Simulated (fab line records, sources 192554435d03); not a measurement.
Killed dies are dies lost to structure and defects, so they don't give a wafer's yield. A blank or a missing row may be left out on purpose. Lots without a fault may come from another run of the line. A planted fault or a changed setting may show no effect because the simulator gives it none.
Problem report in the 8D (eight disciplines) form, filled by code | flow n5_finfet | the parts of the form that need people (team, actions taken, sign-off) are left out
Where a reading is given only as a bound, like >300, the bound stands for it, and a mean or a difference that rests on one is marked > or <: the true number lies beyond.

1. THE PROBLEM
raw_defect_count at N5_WELL_APT_INSPECT_27 reads a mean of >300 on 2 wafers of 2 lots; wafers without a fault read 2.2 with a standard deviation of 1.3. That is +99 or more standard deviations from the usual mean.
The step: inspects for defects (macro).
First seen on wafer L156.1, day 2 15:03, on defect_inspect-01. The record holds 26 wafers of 9 lots with a number at this step. Rule for "out", or "out of limits": more than 4 standard deviations from the usual mean. The other wafers with a number count as sound.

2. WHAT IT IS AND WHAT IT IS NOT
question                    | is                | is not
which readings at this step | raw_defect_count  | -
which lots                  | L156, L158        | L155, L166, L169, L170, L171, L173, L174
which wafers of those lots  | L156.1, L158.3    | L156.3, L156.4, L158.5, L158.6
read on which gauges        | defect_inspect-01 | defect_inspect-02
when                        | from day 2 15:03  | up to then (4 sound wafers); but 20 sound wafers of L158, L166, L169, L170, L171, L173, L174 came after

3. SUSPECTS, AND WHAT RULES EACH OUT
Counting: a tool at a process step up to the reading stays a suspect if it ran every lot that is out. Sound lots after the first of them don't rule it out here, since some wafers of a struck lot are sound.
- the gauge at N5_WELL_APT_INSPECT_27: ruled out. All the wafers that are out were read on defect_inspect-01, but those of them that N5_PASSIVATION_PROBE_49 has rows for are out there too, on other tools.
- wet_bench-06 at N5_WELL_APT_STRIP_16 (strips in SPM, time 900 s): kept. It ran every lot that is out, first L156 (day 2 14:18); its last sound lot up to then is L155 (day 2 08:33).
Left after counting: wet_bench-06 at N5_WELL_APT_STRIP_16.

4. THE CAUSE (what the simulator had put in)
Chamber particle source: wet_bench-06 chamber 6, from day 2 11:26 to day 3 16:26, at N5_WELL_APT_STRIP_16. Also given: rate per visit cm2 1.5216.
Counting left only this tool.

5. THE CHAIN OF EFFECTS, in route order
Each row: a reading whose mean over the struck wafers that have a number lies more than 3 standard deviations from the usual. Only readings for which the record gives a usual standard deviation are gone through. hours: the time from each lot's start at the first step in this table that gives one to its start at this step, as a median over the lots. sigmas: the change in usual standard deviations.
hours | step                    | reading              | usual  | on struck wafers | change | sigmas
0     | N5_WELL_APT_INSPECT_27  | raw_defect_count     | 2.2    | >300             | >+298  | +99 or more
2     | N5_WELL_APT_INSPECT_38  | raw_defect_count     | 13     | 1036             | +1023  | +99 or more
288   | N5_PASSIVATION_PROBE_49 | defect_limited_yield | 91.6 % | 78.8             | -12.8  | -9.1
288   | N5_PASSIVATION_PROBE_49 | killed_at_front_end  | 36     | 190              | +154   | +13
288   | N5_PASSIVATION_PROBE_49 | killed_dies          | 99     | 250              | +150   | +9.4
288   | N5_PASSIVATION_PROBE_49 | sort_bin_5_function  | 4.9 %  | 13.2             | +8.3   | +9.2
288   | N5_PASSIVATION_PROBE_49 | sort_n_pass          | 1081   | 930              | -150   | -8.9
288   | N5_PASSIVATION_PROBE_49 | sort_yield_pct       | 91.6 % | 78.8             | -12.8  | -9.1
The process steps in it:
- N5_PASSIVATION_PROBE_49
Later measuring or inspecting steps at which every struck wafer that the step has a row for has a number for every such reading, and none has moved that far: N5_BEOL_M4_RC_MEAS_101.

6. WHAT WOULD HAVE CAUGHT IT SOONER
In this record the first reading out of limits at a measuring or inspecting step was taken at day 2 15:03, 4 hours after the fault began at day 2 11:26.
Of the lots that are out (2), L158 began N5_WELL_APT_STRIP_16 on wet_bench-06 after day 2 15:03. A hold on the tool at that time would have spared it.
